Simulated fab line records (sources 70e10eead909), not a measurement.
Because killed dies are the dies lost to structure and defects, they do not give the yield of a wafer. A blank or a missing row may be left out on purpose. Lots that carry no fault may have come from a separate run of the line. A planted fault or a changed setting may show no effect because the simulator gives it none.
What tool caused it? + flow nand_harc + Sampling: 24 lots, 72 wafers, 4 of 1302 route steps

WHAT EACH GAUGE READ, for each wafer
NHARC_P_M0_CD_MEAS_16. Usual: 90.0 nm for cd_nm, sd 0.9.
| lot  | measured     | on        | cd_nm (nm)     | flag |
|------|--------------|-----------|----------------|------|
| L074 | day 6 02:50  | cd_sem-02 | 89.9 90.6 90.4 |      |
| L075 | day 6 10:08  | cd_sem-02 | 89.6 91.5 91.4 |      |
| L076 | day 7 01:52  | cd_sem-02 | 91.1 90.5 90.3 |      |
| L077 | day 7 03:59  | cd_sem-03 | 91.8 89.3 88.7 |      |
| L078 | day 7 21:49  | cd_sem-02 | 90.0 88.5 89.4 |      |
| L079 | day 8 05:58  | cd_sem-02 | 90.4 90.9 91.0 |      |
| L081 | day 8 21:47  | cd_sem-01 | 90.4 90.7 91.0 |      |
| L080 | day 9 01:20  | cd_sem-01 | 88.3 89.8 89.6 |      |
| L082 | day 9 07:20  | cd_sem-02 | 90.2 90.1 90.4 |      |
| L083 | day 9 22:21  | cd_sem-02 | 89.7 89.9 91.0 |      |
| L084 | day 10 02:39 | cd_sem-02 | 90.5 89.0 89.4 |      |
| L085 | day 10 14:37 | cd_sem-03 | 90.5 89.1 91.0 |      |
| L086 | day 10 23:48 | cd_sem-01 | 90.2 89.8 89.0 |      |
| L088 | day 12 01:29 | cd_sem-02 | 89.3 89.1 88.3 |      |
| L087 | day 12 02:00 | cd_sem-03 | 92.0 91.1 91.1 |      |
| L089 | day 12 09:25 | cd_sem-01 | 91.1 91.5 91.0 |      |
| L090 | day 12 20:38 | cd_sem-03 | 90.7 91.3 90.3 |      |
| L091 | day 13 11:49 | cd_sem-02 | 90.2 88.1 88.3 |      |
| L092 | day 13 12:13 | cd_sem-02 | 89.6 90.4 89.9 |      |
| L093 | day 14 00:09 | cd_sem-02 | 91.1 89.9 90.9 |      |
| L094 | day 14 11:41 | cd_sem-01 | 89.8 89.9 89.7 |      |
| L095 | day 14 17:05 | cd_sem-02 | 89.0 89.3 89.9 |      |
| L096 | day 15 12:18 | cd_sem-01 | 88.3 90.3 89.4 |      |
| L097 | day 15 18:44 | cd_sem-01 | 89.1 89.6 90.6 |      |

NHARC_P_M1_CD_MEAS_09: target cd 130 nm. Usual: 130.4 nm for cd_nm, sd 0.6.
| lot  | measured     | on        | cd_nm (nm)        | flag |
|------|--------------|-----------|-------------------|------|
| L074 | day 6 06:25  | cd_sem-01 | 130.9 130.9 131.0 |      |
| L075 | day 6 13:43  | cd_sem-01 | 130.1 130.3 130.8 |      |
| L076 | day 7 05:26  | cd_sem-02 | 131.0 131.3 131.3 |      |
| L077 | day 7 07:36  | cd_sem-02 | 130.4 130.9 130.8 |      |
| L078 | day 8 01:27  | cd_sem-01 | 130.8 130.6 130.0 |      |
| L079 | day 8 09:25  | cd_sem-03 | 129.4 130.2 128.7 |      |
| L081 | day 9 01:13  | cd_sem-03 | 131.4 130.7 130.4 |      |
| L080 | day 9 04:55  | cd_sem-02 | 129.9 130.7 130.3 |      |
| L082 | day 9 10:55  | cd_sem-02 | 129.2 129.2 129.1 |      |
| L083 | day 10 01:55 | cd_sem-03 | 130.3 130.9 129.9 |      |
| L084 | day 10 06:16 | cd_sem-01 | 129.0 130.2 129.8 |      |
| L085 | day 10 18:11 | cd_sem-02 | 130.2 131.1 131.3 |      |
| L086 | day 11 03:25 | cd_sem-01 | 131.5 131.3 129.8 |      |
| L088 | day 12 05:05 | cd_sem-03 | 130.4 130.4 129.8 |      |
| L087 | day 12 05:35 | cd_sem-02 | 130.2 129.2 129.9 |      |
| L089 | day 12 13:00 | cd_sem-02 | 130.0 130.0 131.1 |      |
| L090 | day 13 00:14 | cd_sem-01 | 129.9 130.1 129.9 |      |
| L091 | day 13 15:22 | cd_sem-01 | 130.7 130.8 130.3 |      |
| L092 | day 13 15:49 | cd_sem-03 | 129.8 130.1 130.7 |      |
| L093 | day 14 03:34 | cd_sem-01 | 130.3 131.1 130.4 |      |
| L094 | day 14 15:14 | cd_sem-02 | 130.2 129.7 130.0 |      |
| L095 | day 14 20:40 | cd_sem-01 | 131.9 130.6 131.2 |      |
| L096 | day 15 15:51 | cd_sem-03 | 130.4 131.0 130.5 |      |
| L097 | day 15 22:27 | cd_sem-03 | 130.5 130.4 131.0 |      |

WHICH TOOL RAN EACH LOT (tool, then ch and the chambers of the sampled wafers, then the start)
| lot  | NHARC_P_CONTACT_CMP_01        | NHARC_P_M0_PRE_CLEAN_29                 |
|------|-------------------------------|-----------------------------------------|
| L074 | cmp-02 ch 0,2,3, day 5 18:41  | pvd_sputter-02, day 6 06:25 or earlier  |
| L075 | cmp-03 ch 0,1,3, day 6 04:53  | pvd_sputter-03, day 6 13:43 or earlier  |
| L076 | cmp-03 ch 1,2, day 6 20:32    | pvd_sputter-02, day 7 05:26 or earlier  |
| L077 | cmp-02 ch 0,2,3, day 6 22:10  | pvd_sputter-03, day 7 07:36 or earlier  |
| L078 | cmp-02 ch 2,3, day 7 16:19    | pvd_sputter-02, day 8 01:27 or earlier  |
| L079 | cmp-01 ch 1,2,3, day 8 00:10  | pvd_sputter-02, day 8 09:25 or earlier  |
| L081 | cmp-02 ch 1,3, day 8 16:17    | pvd_sputter-02, day 9 01:13 or earlier  |
| L080 | cmp-02 ch 1,2,3, day 8 19:12  | pvd_sputter-03, day 9 04:55 or earlier  |
| L082 | cmp-03 ch 1,3, day 9 01:52    | pvd_sputter-02, day 9 10:55 or earlier  |
| L083 | cmp-01 ch 0,1, day 9 16:50    | pvd_sputter-02, day 10 01:55 or earlier |
| L084 | cmp-02 ch 0,1,3, day 9 21:19  | pvd_sputter-01, day 10 06:16 or earlier |
| L085 | cmp-03 ch 2,3, day 10 08:31   | pvd_sputter-02, day 10 18:11 or earlier |
| L086 | cmp-03 ch 0,1, day 10 18:18   | pvd_sputter-01, day 11 03:25 or earlier |
| L088 | cmp-03 ch 0,2,3, day 11 19:46 | pvd_sputter-03, day 12 05:05 or earlier |
| L087 | cmp-02 ch 1,2,3, day 11 20:30 | pvd_sputter-02, day 12 05:35 or earlier |
| L089 | cmp-01 ch 0,2, day 12 03:49   | pvd_sputter-03, day 12 13:00 or earlier |
| L090 | cmp-03 ch 0,1,3, day 12 15:16 | pvd_sputter-03, day 13 00:14 or earlier |
| L091 | cmp-01 ch 0,3, day 13 06:17   | pvd_sputter-02, day 13 15:22 or earlier |
| L092 | cmp-02 ch 0,1,2, day 13 06:47 | pvd_sputter-03, day 13 15:49 or earlier |
| L093 | cmp-02 ch 0,1,3, day 13 18:45 | pvd_sputter-01, day 14 03:34 or earlier |
| L094 | cmp-02 ch 0,1,3, day 14 06:11 | pvd_sputter-02, day 14 15:14 or earlier |
| L095 | cmp-01 ch 1,2,3, day 14 11:43 | pvd_sputter-01, day 14 20:40 or earlier |
| L096 | cmp-03 ch 2,3, day 15 06:47   | pvd_sputter-01, day 15 15:51 or earlier |
| L097 | cmp-01 ch 1,2,3, day 15 13:24 | pvd_sputter-02, day 15 22:27 or earlier |
- NHARC_P_CONTACT_CMP_01: polishes SiO2, target thk 200 nm.
- NHARC_P_M0_PRE_CLEAN_29: time 30 s.

WHAT THE TOOLS THEMSELVES READ (means of the sampled wafers that have a number; where no wafer has one, the mark that the record gives instead)
NHARC_P_CONTACT_CMP_01. Usual: 12.2 A for motor_current_A, sd 0.94.
| lot  | tool   | motor_current_A (A) | flag |
|------|--------|---------------------|------|
| L074 | cmp-02 | 12.2                |      |
| L075 | cmp-03 | 13.1                |      |
| L076 | cmp-03 | 13.1                |      |
| L077 | cmp-02 | 12.3                |      |
| L078 | cmp-02 | 12.0                |      |
| L079 | cmp-01 | 11.6                |      |
| L081 | cmp-02 | 11.9                |      |
| L080 | cmp-02 | 12.3                |      |
| L082 | cmp-03 | 11.9                |      |
| L083 | cmp-01 | 11.9                |      |
| L084 | cmp-02 | 12.3                |      |
| L085 | cmp-03 | 11.4                |      |
| L086 | cmp-03 | 13.8                |      |
| L088 | cmp-03 | 12.4                |      |
| L087 | cmp-02 | 11.9                |      |
| L089 | cmp-01 | 12.5                |      |
| L090 | cmp-03 | 12.7                |      |
| L091 | cmp-01 | 12.1                |      |
| L092 | cmp-02 | 12.5                |      |
| L093 | cmp-02 | 12.2                |      |
| L094 | cmp-02 | 12.6                |      |
| L095 | cmp-01 | 11.2                |      |
| L096 | cmp-03 | 11.7                |      |
| L097 | cmp-01 | 11.1                |      |

NHARC_P_M0_PRE_CLEAN_29. Usual: 410 W for heater_power_w, sd 25.
| lot  | tool           | heater_power_w (W) | flag |
|------|----------------|--------------------|------|
| L074 | pvd_sputter-02 | 410                |      |
| L075 | pvd_sputter-03 | 440                |      |
| L076 | pvd_sputter-02 | 414                |      |
| L077 | pvd_sputter-03 | 394                |      |
| L078 | pvd_sputter-02 | 414                |      |
| L079 | pvd_sputter-02 | 427                |      |
| L081 | pvd_sputter-02 | 398                |      |
| L080 | pvd_sputter-03 | 413                |      |
| L082 | pvd_sputter-02 | 412                |      |
| L083 | pvd_sputter-02 | 395                |      |
| L084 | pvd_sputter-01 | 399                |      |
| L085 | pvd_sputter-02 | 400                |      |
| L086 | pvd_sputter-01 | 407                |      |
| L088 | pvd_sputter-03 | 394                |      |
| L087 | pvd_sputter-02 | 397                |      |
| L089 | pvd_sputter-03 | 397                |      |
| L090 | pvd_sputter-03 | 432                |      |
| L091 | pvd_sputter-02 | 406                |      |
| L092 | pvd_sputter-03 | 412                |      |
| L093 | pvd_sputter-01 | 412                |      |
| L094 | pvd_sputter-02 | 395                |      |
| L095 | pvd_sputter-01 | 400                |      |
| L096 | pvd_sputter-01 | 426                |      |
| L097 | pvd_sputter-02 | 423                |      |

THE ANSWER, worked out from the rows above alone
Rule: lot off if the mean of its wafers having a number is beyond 3 standard deviations from the usual mean. A lot without any number at a reading at which 4 lots or more have one is off too. Where the step has rows for the other lots, those lots are counted as sound. The gauges are gone through in route order, then the tools' own readings, and for those a lot's mean is taken as printed above. At the first step where some lot is off, the reading lying furthest off is the one used; lots without a number count as furthest.
Across all readings shown, no lot is off: no conclusion can be drawn from this.

WHAT HAD BEEN PUT IN BY THE SIMULATOR
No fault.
